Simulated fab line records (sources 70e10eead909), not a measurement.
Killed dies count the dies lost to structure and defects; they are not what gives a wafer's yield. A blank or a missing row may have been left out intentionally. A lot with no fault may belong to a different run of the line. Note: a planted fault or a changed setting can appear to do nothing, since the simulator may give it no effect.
fab line records	flow nand_harc
record lots=6	wafers=18	last_day=31
route steps=1302 shown A_M0@1148 A_M1@1169 END@1302
lots with no fault: from the same line, run without faults
start_h: hours from the record's first day to the start of the lot's first wafer shown	wait_h: hours elapsed since this lot's preceding step	" as in the row above	L1.1+2: a single row standing in for several wafers	- value missing, or start not given	* or withheld: withheld	< > ~ a bound
route shown NAME@n: NAME is a module with steps in the file, n the number in the route of the first one	usual: mean/standard deviation taken from wafers without a fault	same: alike in all rows	chamber/n: place in a boat	sites: readings site by site	_std_site: their standard deviation	_edge_site: the outer-site mean with the inner-site mean subtracted	radius_mm: for every site, how far away it sits from the centre of the wafer	mask NAME#n: copy n	behind: the most recent tool/chamber to have shaped the wafer	hold: what put the lot on hold/how long, in hours/how the hold closed	device: names the non-switching transistor (n, p or np)	end of line: the tests these same wafers got at the end of their route	step lacking rows: just its recipe	killed: dies lost to structure and defects at the first sort, not the wafer's yield	map: the dies of a wafer, with x for killed, . for not killed, _ for no die there
set.NAME: the setting the step ran with; set.NAME@STEP: the setting that earlier step ran with	model.NAME: the simulator's own value behind a step, which no gauge read
lots at selected steps of the route; one table per step, one row per wafer
services: when a tool's chamber went out of use (start_h, in hours from the record's first day, below 0 if earlier), for how many hours, and the reason
## steps
# step NHARC_A_M0_OVL_MEAS_10
# recipe pitch_nm=160
# usual overlay_x_nm=0.1/0.79	overlay_y_nm=0.1/0.93
lot.wafer	tool	chamber	start_h	wait_h	overlay_x_nm	overlay_y_nm
L945.2	overlay-02	-	519.43	-	0.4	0.0
L945.3	"	-	"	"	-0.4	-0.3
L945.4	"	-	"	"	-0.3	0.4
L949.1	overlay-02	-	577.28	-	-1.1	1.0
L949.2	"	-	"	"	-1.3	0.6
L949.4	"	-	"	"	-1.1	0.6
L951.4	overlay-02	-	599.92	-	0.6	0.4
L951.5	"	-	"	"	0.8	0.9
L951.6	"	-	"	"	0.6	0.9
L952.1	overlay-02	-	604.62	-	-0.8	0.7
L952.2	"	-	"	"	-0.5	1.4
L952.6	"	-	"	"	-0.6	1.2
L959.1	overlay-01	-	675.92	-	-0.9	0.7
L959.2	"	-	"	"	-0.6	0.4
L959.6	"	-	"	"	-1.2	0.0
L962.3	overlay-02	-	709.46	-	0.2	-1.4
L962.4	"	-	"	"	0.8	-1.5
L962.6	"	-	"	"	0.4	-1.1
# step NHARC_A_M0_INSPECT_11
# usual raw_defect_count=88/25
lot.wafer	tool	chamber	start_h	wait_h	raw_defect_count
L945.2	defect_inspect-01	-	519.46	0.0	72
L945.3	"	-	"	"	88
L945.4	"	-	"	"	74
L949.1	defect_inspect-01	-	577.32	0.0	127
L949.2	"	-	"	"	102
L949.4	"	-	"	"	115
L951.4	defect_inspect-01	-	599.95	0.0	42
L951.5	"	-	"	"	33
L951.6	"	-	"	"	45
L952.1	defect_inspect-01	-	604.66	0.0	94
L952.2	"	-	"	"	74
L952.6	"	-	"	"	68
L959.1	defect_inspect-02	-	675.95	0.0	69
L959.2	"	-	"	"	65
L959.6	"	-	"	"	68
L962.3	defect_inspect-02	-	709.50	0.0	59
L962.4	"	-	"	"	56
L962.6	"	-	"	"	78
# step NHARC_A_M0_DESCUM_14
# recipe time_s=3	o2_flow_sccm=200	ar_flow_sccm=0	bias_power_w=0	chemistry=O2
# step NHARC_A_M0_ETCH_34
# recipe target_depth_a=400	overetch_a=120	time_s=43.94	ion_energy_ev=200	n2_flow_sccm=150	h2_flow_sccm=150	ar_flow_sccm=0	rf_w=400	bias_w=150	chemistry=N2/H2
# step NHARC_A_M0_ETCH_15
# recipe target_depth_a=1500	overetch_a=150	time_s=82.5	c4f8_flow_sccm=withheld	ar_flow_sccm=400	rf_w=600	bias_w=300	chemistry=C4F8/Ar
# usual oes_product_au=0.956/0.019	rf_vpp_V=441.3/2.8
lot.wafer	tool	chamber	start_h	wait_h	oes_product_au	rf_hours_counter_h	rf_vpp_V
L945.2	rie_diel-10	0	-	-	0.938	4.7	442.5
L945.3	"	2	"	"	0.943	4.6	435.9
L945.4	"	3	"	"	0.925	4.6	441.4
L949.4	rie_diel-10	2	-	-	0.920	6.3	435.3
L949.1	"	3	"	"	0.928	6.4	439.6
L949.2	"	0	"	"	0.933	6.5	444.7
L951.4	rie_diel-02	3	-	-	0.973	0.1	436.9
L951.6	"	3	"	"	0.971	-	438.7
L951.5	"	0	"	"	0.951	-	439.9
L952.2	rie_diel-02	1	-	-	0.919	0.3	440.4
L952.1	"	3	"	"	0.936	0.3	438.9
L952.6	"	1	"	"	0.924	-	438.6
L959.2	rie_diel-10	1	-	-	0.969	5.0	443.0
L959.1	"	2	"	"	0.959	4.6	436.0
L959.6	"	0	"	"	0.971	-	443.2
L962.3	rie_diel-13	1	-	-	0.957	0.1	442.7
L962.4	"	2	"	"	0.963	-	443.5
L962.6	"	1	"	"	0.954	-	444.3
# step NHARC_A_M0_CD_MEAS_16
# usual cd_nm=80.2/0.69
lot.wafer	tool	chamber	start_h	wait_h	cd_nm
L945.2	cd_sem-02	-	519.84	-	81.4
L945.3	"	-	"	"	80.4
L945.4	"	-	"	"	79.5
L949.1	cd_sem-02	-	577.68	-	80.3
L949.2	"	-	"	"	80.5
L949.4	"	-	"	"	81.1
L951.4	cd_sem-03	-	600.32	-	79.0
L951.5	"	-	"	"	80.0
L951.6	"	-	"	"	78.5
L952.1	cd_sem-01	-	605.02	-	79.7
L952.2	"	-	"	"	80.9
L952.6	"	-	"	"	80.8
L959.1	cd_sem-02	-	676.32	-	79.9
L959.2	"	-	"	"	81.2
L959.6	"	-	"	"	80.8
L962.3	cd_sem-02	-	709.90	-	79.7
L962.4	"	-	"	"	79.3
L962.6	"	-	"	"	79.9
# step NHARC_A_M0_STRIP_18
# recipe power_w=1000	n2_flow_sccm=150	h2_flow_sccm=150	ar_flow_sccm=0	bias_w=0	chemistry=N2/H2
# step NHARC_A_M0_STRIP_19
# recipe time_s=600	temp_c=30	chemistry=post_etch_residue_remover
# step NHARC_A_M0_DEGAS_28
# recipe temp_c=250	time_s=60
# usual heater_power_w=342/35	susceptor_temp_C=250.02/0.18
lot.wafer	tool	chamber	start_h	wait_h	heater_power_w	susceptor_temp_C
L945.2	pvd_sputter-03	-	520.48	-	367	249.95
L945.3	"	-	"	"	333	250.09
L945.4	"	-	"	"	346	249.85
L949.4	pvd_sputter-03	-	578.30	-	324	250.19
L949.1	"	-	"	"	349	249.87
L949.2	"	-	"	"	347	249.95
L951.4	pvd_sputter-02	-	600.95	-	330	250.15
L951.5	"	-	"	"	433	250.32
L951.6	"	-	"	"	304	250.06
L952.1	pvd_sputter-01	-	605.65	-	365	249.89
L952.2	"	-	"	"	351	249.91
L952.6	"	-	"	"	323	250.05
L959.2	pvd_sputter-02	-	676.94	-	320	250.31
L959.1	"	-	"	"	331	250.19
L959.6	"	-	"	"	330	250.01
L962.3	pvd_sputter-01	-	710.52	-	349	-
L962.4	"	-	"	"	309	-
L962.6	"	-	"	"	358	-
# step NHARC_A_M0_PRE_CLEAN_29
# recipe time_s=30	temp_c=280	gas=H2/He
# step NHARC_A_M0_PVD_20
# recipe target_thk_a=50	bias_v=168.6	power_w=15000	chamber_pressure_pa=0.12	time_s=8.06	substrate_temp_c=50	material=TaN
# step NHARC_A_M0_PVD_21
# recipe target_thk_a=300	chamber_pressure_pa=5	power_w=5000	substrate_temp_c=30	time_s=20.49	material=Cu
# usual cathode_dc_power_W=5000.1/0.93	throttle_valve_pct=30.5/0.89
lot.wafer	tool	chamber	start_h	wait_h	cathode_dc_power_W	throttle_valve_pct
L945.2	pvd_sputter-03	-	-	-	5001.5	31.4
L945.3	"	-	"	"	4998.5	30.6
L945.4	"	-	"	"	4999.6	30.3
L949.4	pvd_sputter-03	-	-	-	4998.6	30.2
L949.1	"	-	"	"	5001.4	30.3
L949.2	"	-	"	"	5000.2	31.5
L951.4	pvd_sputter-02	-	-	-	5002.5	30.2
L951.5	"	-	"	"	4999.2	29.3
L951.6	"	-	"	"	4999.1	31.4
L952.2	pvd_sputter-01	-	-	-	5001.3	29.6
L952.1	"	-	"	"	5000.1	31.9
L952.6	"	-	"	"	5000.5	30.0
L959.1	pvd_sputter-02	-	-	-	4999.1	29.5
L959.2	"	-	"	"	4999.5	29.2
L959.6	"	-	"	"	4999.3	29.5
L962.3	pvd_sputter-01	-	-	-	5001.2	29.4
L962.4	"	-	"	"	5001.1	29.6
L962.6	"	-	"	"	5000.1	30.8
# step NHARC_A_M0_ECD_22
# recipe target_thk_a=4000	bath_temp_c=25	material=Cu
lot.wafer	tool	chamber	start_h	wait_h
L945.2+3+4	ecd_cu-01	1,1,0	520.86	-
L949.2+1+4	ecd_cu-01	0,1,1	578.66	-
L951.4+5+6	ecd_cu-01	0,0,1	601.39	-
L952.1+2+6	ecd_cu-01	1,0,0	605.99	-
L959.2+1+6	ecd_cu-01	0,1,1	677.30	-
L962.3+4+6	ecd_cu-01	1,0,1	711.08	-
# step NHARC_A_M0_ANNEAL_30
# recipe temp_c=225	time_s=90
# step NHARC_A_M0_CMP_23
# recipe t_overpolish_s=20	target_thk_nm=113.75
# step NHARC_A_M0_THK_MEAS_24
# recipe thk_meas_gauge=xrf
# usual thk_nm=113.6/1.4
lot.wafer	tool	chamber	start_h	wait_h	thk_nm
L945.2	film_metro-02	-	521.90	-	114.4
L945.3	"	-	"	"	113.3
L945.4	"	-	"	"	112.6
L949.1	film_metro-02	-	579.69	-	111.3
L949.2	"	-	"	"	113.4
L949.4	"	-	"	"	112.3
L951.4	film_metro-02	-	602.36	-	115.5
L951.5	"	-	"	"	115.7
L951.6	"	-	"	"	116.0
L952.1	film_metro-02	-	607.03	-	114.2
L952.2	"	-	"	"	111.9
L952.6	"	-	"	"	114.4
L959.1	film_metro-02	-	678.34	-	113.5
L959.2	"	-	"	"	112.5
L959.6	"	-	"	"	111.7
L962.3	film_metro-02	-	712.02	-	114.8
L962.4	"	-	"	"	112.5
L962.6	"	-	"	"	113.6
# step NHARC_A_M0_SRD_25
# step NHARC_A_M0_PRE_CLEAN_31
# recipe time_s=12	temp_c=370	rf_power_w=300	gas=NH3
# step NHARC_A_M0_DEP_32
# recipe target_thk_a=300	temp_c=370	target_thk_nm=30	pressure_torr=3	flow_sccm=200	rf_w=450	material=SiCN
# usual heater_power_w=558/100	susceptor_temp_C=369.99/0.21
lot.wafer	tool	chamber	start_h	wait_h	heater_power_w	susceptor_temp_C
L945.2	pecvd-01	2	522.25	0.1	331	370.10
L945.3	"	0	"	"	743	370.41
L945.4	"	0	"	"	802	370.13
L949.1	pecvd-02	0	580.04	0.1	524	370.25
L949.2	"	1	"	"	621	369.91
L949.4	"	2	"	"	575	369.98
L951.5	pecvd-01	0	603.57	0.2	706	369.90
L951.6	"	1	"	"	594	370.12
L951.4	"	2	"	"	369	369.96
L952.1	pecvd-02	1	607.33	0.1	725	369.96
L952.2	"	2	"	"	599	369.99
L952.6	"	0	"	"	452	370.18
L959.2	pecvd-02	0	678.65	0.1	466	369.53
L959.1	"	1	"	"	716	369.92
L959.6	"	1	"	"	731	369.80
L962.3	pecvd-03	2	712.32	0.1	587	369.59
L962.6	"	2	"	"	576	369.64
L962.4	"	1	"	"	596	370.22
# step NHARC_A_M1_DEP_00
# recipe target_thk_a=1825	target_thk_nm=182.5	temp_c=withheld	pressure_torr=5	flow_sccm=200	rf_w=600	material=SiOC
# step NHARC_A_M1_DEHYDRATE_01
# recipe temp_c=150	time_s=120
# step NHARC_A_M1_HMDS_02
# recipe time_s=30
# step NHARC_A_M1_COAT_34
# recipe temp_c=200	time_s=65
# step NHARC_A_M1_COAT_03
# recipe spin_rpm=1500	resist_thk_nm=90
# step NHARC_A_M1_SOFTBAKE_04
# recipe temp_c=105	time_s=55
# step NHARC_A_M1_EBR_05
# step NHARC_A_M1_EXPOSE_06
# recipe na=1.35	target_cd_nm=120	dose_mj=75.13	mask_id=A_M1
# step NHARC_A_M1_PEB_07
# recipe peb_temp_c=100	peb_time_s=65
# step NHARC_A_M1_DEVELOP_08
# recipe develop_time_s=35	dev_temp_c=23
# step NHARC_A_M1_CD_MEAS_09
# recipe target_cd_nm=120	landing_energy_ev=500
# usual cd_nm=120.5/0.63
lot.wafer	tool	chamber	start_h	wait_h	cd_nm
L945.2	cd_sem-03	0	523.45	-	120.7
L945.3	"	0	"	"	121.9
L945.4	"	0	"	"	121.1
L949.1	cd_sem-01	0	581.22	-	120.2
L949.2	"	0	"	"	120.1
L949.4	"	0	"	"	119.6
L951.4	cd_sem-03	0	604.69	-	120.5
L951.5	"	0	"	"	120.1
L951.6	"	0	"	"	119.9
L952.1	cd_sem-01	0	608.55	-	120.5
L952.2	"	0	"	"	121.1
L952.6	"	0	"	"	120.7
L959.1	cd_sem-02	0	679.90	-	120.8
L959.2	"	0	"	"	120.9
L959.6	"	0	"	"	120.5
L962.3	cd_sem-02	0	713.71	-	120.3
L962.4	"	0	"	"	120.5
L962.6	"	0	"	"	120.4
# step NHARC_A_M1_OVL_MEAS_10
# recipe pitch_nm=240
# usual overlay_x_nm=-0.1/0.77	overlay_y_nm=-0.3/0.86
lot.wafer	tool	chamber	start_h	wait_h	overlay_x_nm	overlay_y_nm
L945.2	overlay-02	-	523.54	-	-0.2	-0.6
L945.3	"	-	"	"	-0.4	-0.3
L945.4	"	-	"	"	-0.2	-0.5
L949.1	overlay-02	-	581.31	-	0.6	0.7
L949.2	"	-	"	"	0.5	1.3
L949.4	"	-	"	"	0.1	0.9
L951.4	overlay-02	-	604.78	-	-0.7	0.5
L951.5	"	-	"	"	-1.2	0.1
L951.6	"	-	"	"	-0.3	-0.6
L952.1	overlay-02	-	608.64	-	1.4	0.7
L952.2	"	-	"	"	0.9	0.4
L952.6	"	-	"	"	0.8	0.5
L959.1	overlay-01	-	679.98	-	2.0	-1.2
L959.2	"	-	"	"	1.6	-1.0
L959.6	"	-	"	"	1.3	-0.9
L962.3	overlay-01	-	713.80	-	-0.4	0.0
L962.4	"	-	"	"	-0.3	0.0
L962.6	"	-	"	"	-0.2	0.8
# step NHARC_A_M1_DESCUM_14
# recipe time_s=3	o2_flow_sccm=200	ar_flow_sccm=0	bias_power_w=0	chemistry=O2
# step NHARC_A_M1_ETCH_35
# recipe target_depth_a=400	overetch_a=120	time_s=43.94	ion_energy_ev=200	n2_flow_sccm=150	h2_flow_sccm=150	ar_flow_sccm=0	rf_w=400	bias_w=150	chemistry=N2/H2
# step NHARC_A_M1_ETCH_15
# recipe target_depth_a=1825	time_s=91.2	c4f8_flow_sccm=withheld	ar_flow_sccm=400	rf_w=600	bias_w=300	chemistry=C4F8/Ar
# usual oes_product_au=0.951/0.024	rf_vpp_V=440.8/2.3
lot.wafer	tool	chamber	start_h	wait_h	oes_product_au	rf_hours_counter_h	rf_vpp_V
L945.3	rie_diel-12	2	-	-	0.916	2.2	443.6
L945.4	"	3	"	"	0.923	2.1	439.5
L945.2	"	0	"	"	0.922	1.9	443.2
L949.2	rie_diel-09	0	-	-	0.923	6.0	438.1
L949.1	"	1	"	"	0.926	6.4	443.3
L949.4	"	2	"	"	0.924	6.4	441.9
L951.4	rie_diel-09	3	-	-	0.922	6.3	438.7
L951.6	"	2	"	"	0.918	-	441.8
L951.5	"	3	"	"	0.926	-	440.1
L952.2	rie_diel-12	0	-	-	0.920	3.8	444.2
L952.1	"	1	"	"	0.929	4.0	442.9
L952.6	"	3	"	"	0.962	-	441.4
L959.1	rie_diel-03	1	-	-	0.982	1.9	441.3
L959.2	"	2	"	"	0.964	2.2	440.1
L959.6	"	2	"	"	0.965	-	440.6
L962.3	rie_diel-09	1	-	-	0.966	2.6	442.4
L962.4	"	0	"	"	0.968	1.8	438.5
L962.6	"	2	"	"	0.951	-	439.7
# step NHARC_A_M1_CD_MEAS_16
# usual cd_nm=120.6/0.84
lot.wafer	tool	chamber	start_h	wait_h	cd_nm
L945.2	cd_sem-02	-	523.94	-	121.1
L945.3	"	-	"	"	122.1
L945.4	"	-	"	"	120.7
L949.1	cd_sem-02	-	581.71	-	121.0
L949.2	"	-	"	"	120.5
L949.4	"	-	"	"	120.4
L951.4	cd_sem-01	-	605.18	-	120.7
L951.5	"	-	"	"	119.8
L951.6	"	-	"	"	120.1
L952.1	cd_sem-02	-	609.04	-	120.5
L952.2	"	-	"	"	120.7
L952.6	"	-	"	"	121.7
L959.1	cd_sem-01	-	680.39	-	121.4
L959.2	"	-	"	"	119.5
L959.6	"	-	"	"	120.7
L962.3	cd_sem-03	-	714.20	-	120.5
L962.4	"	-	"	"	119.5
L962.6	"	-	"	"	120.1
# step NHARC_A_M1_STRIP_18
# recipe power_w=1000	n2_flow_sccm=150	h2_flow_sccm=150	ar_flow_sccm=0	bias_w=0	chemistry=N2/H2
# step NHARC_A_M1_ETCH_28
# recipe target_depth_a=300	over_etch_frac=0.3	time_s=72.99	ion_energy_ev=150	cf4_flow_sccm=50	n2_flow_sccm=100	ar_flow_sccm=150	rf_w=300	bias_w=100	chemistry=CF4/N2
# step NHARC_A_M1_STRIP_19
# recipe time_s=600	temp_c=30	chemistry=post_etch_residue_remover
# step NHARC_A_M1_DEGAS_29
# recipe temp_c=250	time_s=60
# step NHARC_END_SORT_01
# recipe temp_c=25
# usual defect_limited_yield=90.2/2.3	killed_at_array=62/15	killed_at_other=0.8/1	killed_at_periphery=3.7/2.6	killed_dies=66/15	killed_open=3.1/1.8	killed_short=2.6/1.7
# same gross_dies=677
lot.wafer	tool	chamber	start_h	wait_h	defect_limited_yield[%]	killed_at_array	killed_at_other	killed_at_periphery	killed_dies	killed_open	killed_short
L951.4	prober-02	0	642.01	3.4	15.1	573	1	1	575	1	2
L951.5	prober-02	0	642.82	3.7	13.9	582	1	0	583	2	0
L951.6	prober-02	0	643.63	4.1	13.9	583	0	0	583	2	0
L952.1	prober-01	0	646.00	2.5	14.8	573	0	4	577	1	0
L952.2	prober-01	0	646.80	2.8	13.1	582	0	6	588	2	2
L952.6	prober-01	0	649.99	4.0	13.9	572	1	10	583	1	2
L962.4	prober-02	0	749.94	3.4	92.0	48	0	6	54	3	2
# killed by level:class
L951.4 A_M0:unspecified=556 A_CHANNEL_HOLE_D1:chamber_film_flake=3 A_CHANNEL_HOLE_D2:chamber_film_flake=3 A_STAIRCASE:chamber_film_flake=3 A_CONTACT:chamber_film_flake=3 A_ONON_D1:geometric_particle:short=1 A_ONON_D2:geometric_particle:short=1 A_WL_FILL:geometric_particle:open=1
L951.5 A_M0:unspecified=567 A_STAIRCASE:chamber_film_flake=4 A_CHANNEL_HOLE_D1:chamber_film_flake=3 A_CHANNEL_HOLE_D2:chamber_film_flake=2 A_CONTACT:chamber_film_flake=2 A_CHANNEL_FILL_D2:geometric_particle:open=1 A_M1:geometric_particle:open=1 A_CHANNEL_FILL_D1:chamber_film_flake=1
L951.6 A_M0:unspecified=565 A_CHANNEL_HOLE_D2:chamber_film_flake=7 A_STAIRCASE:chamber_film_flake=3 A_CHANNEL_HOLE_D1:chamber_film_flake=2 A_DECK1_JOINT:geometric_particle:open=1 A_CHANNEL_FILL_D2:geometric_particle:open=1 A_CHANNEL_FILL_D1:chamber_film_flake=1 A_DECK1_JOINT:chamber_film_flake=1
L952.1 A_M0:unspecified=536 A_CHANNEL_HOLE_D1:chamber_film_flake=22 A_CHANNEL_HOLE_D2:chamber_film_flake=9 P_GATE:chamber_film_flake=4 A_ZERO_WELL:chamber_film_flake=2 A_CONTACT:chamber_film_flake=2 A_SGD_CUT:geometric_particle:open=1 A_SLIT:chamber_film_flake=1
L952.2 A_M0:unspecified=558 A_CHANNEL_HOLE_D1:chamber_film_flake=13 A_CHANNEL_HOLE_D2:chamber_film_flake=4 A_CONTACT:chamber_film_flake=4 P_GATE:chamber_film_flake=3 P_M1:geometric_particle:short=2 A_ONON_D2:geometric_particle:open=1 A_CHANNEL_FILL_D2:geometric_particle:open=1
L952.6 A_M0:unspecified=549 A_CHANNEL_HOLE_D1:chamber_film_flake=10 A_CHANNEL_HOLE_D2:chamber_film_flake=7 P_STI:chamber_film_flake=3 P_GATE:chamber_film_flake=3 A_SLIT:chamber_film_flake=2 A_CONTACT:chamber_film_flake=2 P_CONTACT:geometric_particle:short=1
L962.4 A_CHANNEL_HOLE_D1:chamber_film_flake=25 A_STAIRCASE:chamber_film_flake=9 A_SLIT:chamber_film_flake=4 P_CONTACT:chamber_film_flake=3 A_M0:chamber_film_flake=3 A_CONTACT:chamber_film_flake=2 P_GATE:geometric_particle:open=1 P_CONTACT:geometric_particle:open=1
# map L951.5 (x killed, . not)
____________x____________
_________xx.xxxx_________
_______xxxxxxxxx.._______
______xx.xxx.xxxxxx______
_____xxxxxxxxxxxxxx._____
____xxxxx..x.xxxxxxx.____
____xxxxx.xx.xx.x.xx.____
___xxxxxx.xxxx.xxxxxxx___
___xxxxxxxxxxxxxxxxxxx___
__x.xxx.xxxx.xxxxxxxxxx__
__xxxxxxxxxx.xxxx.xx.xx__
_xxxxxxxx.xxxxxxx.xxxxxx_
_xxx.x.xxxxxxxxx..x.xxxx_
_xxxxxx..x.xxxxxxxx.xxxx_
_xxxxx.xxxxxxxxxx..xxxxx_
_xxxxxxxxxxx.x.xx.xxx.xx_
.x.xxxxxxxxxxxxxxxxxxxxxx
.xxxxxxxxxxxxxxxx.xxxx.xx
x.xxxxxxxxxxxxxxxxxxxxxx.
xxxxx..xxxxx..xx.xxxxx.xx
xxxxxxxxx.xx..x.xxxxxx.xx
_xxxxxxxxxxxxxxxxxxxxxxx_
_.x.xxxx.xxxxxxxxxxxxxx._
_xxxx..xxxxx..x.xxxxxxxx_
_xx.xx.xxxx.x.xxxxxxxxxx_
_xxxxxxxx.xxxxxxxx.xxxxx_
__xxxxxxxxxxxxxxx.x.xx.__
__xxxxx.xxxxxxxxxxxxxxx__
___xxx.xxxxxxxxxxxxxxx___
___.xx.xxxxx.xxxxx.xxx___
____.xxxx.xxx.xxxxxxx____
____xx.xx.xxxxxxxxxxx____
_____xxxxxxxx.xxxx.x_____
______xxxx..xxxxxxx______
_______xxxxxxxx.xx_______
_________xxxx.xx_________
____________x____________
# map L952.2 (x killed, . not)
____________.____________
_________xx.xxxx_________
_______x.xxxxxxxxx_______
______xxxxxxxxxxxxx______
_____.xxxxxxxxxxxxxx_____
____.xxxxx.xxxxxxxxxx____
____xxxxxxxxxxx.xx.x.____
___xxxxxxxxx.xxxx.xx..___
___xxxxxxxxx.xxx.xxxx.___
__xxx.x.xxxxxxxxxxxxxxx__
__xxx.x.xxxxxxxxxxxxx.x__
_xxx.xx.xxxxxxxxxxxxxx.x_
_xxxxx.xxxxxxxxxxxxxxx.x_
_xxxxxxxxx.xxxx.xxxxx.xx_
_x.xxxxx.xxxxxx.xxxxxx.x_
_xxxxxxxxxxxxxx.xxxxxxxx_
.xxxxxxxxxxxxxxxxxxxxxxxx
xxxxxxxxxx.xxxxx.xxxxxxxx
xxx.xxxxxxxxx.xxxxxxxxxxx
xxxxxxxxxxxxxxxx.xxx.xxxx
.xxxxx.xxxxxxxx.xxxxx.x.x
_xxxxxxxx.x.xxxxxxxxxxxx_
_xxxxx.xxx.xxxxxxxxxxxxx_
_x..xxxx..xxxxxxxxxxxxxx_
_xx..xxxxx.xxx.xxxxxxx.x_
_x.xx.x.xxx..xx.xx.xxxx._
__xxxxxxxxxxxxxxxxxxxxx__
__xxxx.xxxxxxxxx.xxx.x.__
___.xxxxx.xxxxxxxx..xx___
___x.xxxx...xx.xxxxxxx___
____xxxxxxxxx.xxx.x.x____
____xxxxxx.xxxx.xxx.x____
_____xxxxx.xxxxxxxxx_____
______xxxxxx.xxxxxx______
_______xxxxxxx.xxx_______
_________xxxxxxx_________
____________x____________
## services
tool	chamber	start_h	hours	kind
rie_diel-09	-	497.10	9.0	pm
pvd_sputter-02	-	505.16	2.7	repair
rie_diel-10	-	506.45	0.1	repair
pecvd-02	0	510.27	3.6	repair
ecd_cu-01	-	512.00	8.0	pm
rie_diel-09	0	519.39	1.6	repair
pvd_sputter-03	-	525.09	1.0	repair
pvd_sputter-03	-	526.10	10.0	pm
rie_diel-10	3	534.67	4.1	repair
rie_diel-10	2	538.61	5.5	repair
pvd_sputter-03	-	548.23	4.0	repair
pecvd-02	1	559.37	4.9	repair
rie_diel-10	1	562.81	3.9	repair
pvd_sputter-02	-	566.26	2.7	repair
pecvd-02	-	572.78	1.7	repair
rie_diel-10	-	582.01	0.2	repair
rie_diel-10	1	583.64	6.0	repair
pvd_sputter-01	-	584.22	10.0	pm
pvd_sputter-01	-	628.54	2.7	repair
pvd_sputter-02	-	646.78	10.0	pm
ecd_cu-01	-	672.13	0.9	repair
ecd_cu-01	-	688.00	8.0	pm
pvd_sputter-03	-	696.28	2.2	repair
pvd_sputter-03	-	704.16	10.0	pm
## key
first_sign step=NHARC_END_SORT_01	reading=killed_at_array	direction=up	sigmas=34	usual=62	struck=578
effect step=NHARC_END_SORT_01	reading=defect_limited_yield	direction=down	sigmas=33	usual=90.2	struck=14.1
more_kills_born_at NHARC_A_M0_ECD_22@ecd_cu-01=3331
met_at NHARC_A_M0_ECD_22
struck_wafers L951.4,L951.5,L951.6,L952.1,L952.2,L952.6
onset_between 578.66 601.39
also_fits NHARC_A_M0_ETCH_15:rie_diel-02
fault kind=chamber_particle_source	tool=ecd_cu-01	chamber=-	onset_h=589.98	steps=NHARC_A_M0_ECD_22	rate_per_visit_cm2=1.9932	end_h=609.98
